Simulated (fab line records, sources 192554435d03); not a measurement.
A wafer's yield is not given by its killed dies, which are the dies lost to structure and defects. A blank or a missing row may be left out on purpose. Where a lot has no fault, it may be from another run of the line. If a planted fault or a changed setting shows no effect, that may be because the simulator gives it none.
Matching of chambers :: flow n5-finfet :: 3 sister chambers for N5_BEOL_M4_PRE_CLEAN_60 on cvd-co-02
The step time 15 s. 3 wafers are shown with their chamber, then 12 later ones without.

## WAFERS WITH THEIR CHAMBER
wafer: L084.4
chamber: 2
heater-power-w (W): 66

wafer: L085.5
chamber: 1
heater-power-w (W): 123

wafer: L085.6
chamber: 0
heater-power-w (W): 113

## WAFERS WITH NO CHAMBER GIVEN
wafer: L086.1
heater-power-w (W): 110

wafer: L086.2
heater-power-w (W): 68

wafer: L086.4
heater-power-w (W): 109

wafer: L088.1
heater-power-w (W): 121

wafer: L088.2
heater-power-w (W): 114

wafer: L088.4
heater-power-w (W): 111

wafer: L087.4
heater-power-w (W): 119

wafer: L087.5
heater-power-w (W): 111

wafer: L087.6
heater-power-w (W): 67

wafer: L090.1
heater-power-w (W): 122

wafer: L090.2
heater-power-w (W): 110

wafer: L090.4
heater-power-w (W): 68

## WHICH CHAMBER EACH ONE RAN IN
wafer: L086.1
from the rows above: 0
in truth: 0

wafer: L086.2
from the rows above: 2
in truth: 2

wafer: L086.4
from the rows above: 0
in truth: 0

wafer: L088.1
from the rows above: 1
in truth: 1

wafer: L088.2
from the rows above: 0
in truth: 0

wafer: L088.4
from the rows above: 0
in truth: 0

wafer: L087.4
from the rows above: can't be placed: 1 or 0
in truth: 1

wafer: L087.5
from the rows above: 0
in truth: 0

wafer: L087.6
from the rows above: 2
in truth: 2

wafer: L090.1
from the rows above: 1
in truth: 1

wafer: L090.2
from the rows above: 0
in truth: 0

wafer: L090.4
from the rows above: 2
in truth: 2
Correctly placed: 11 of 12. From these rows, 1 cannot be placed; in 1 the true chamber is one of the candidates. Placed wrongly: 0.
How it was worked out, from the rows above alone: a wafer's distance from a chamber is the root of the sum, over the readings, of the square of ((its reading less the chamber's mean) divided by the reading's scatter). If the next closest chamber is less than 2 further off than the closest, the wafer can't be placed; otherwise it belongs to the closest. For every chamber, the mean is computed from those of its wafers that are shown. The scatter: root of mean squared gap, hidden wafer to nearest shown wafer, with one shown wafer a chamber.
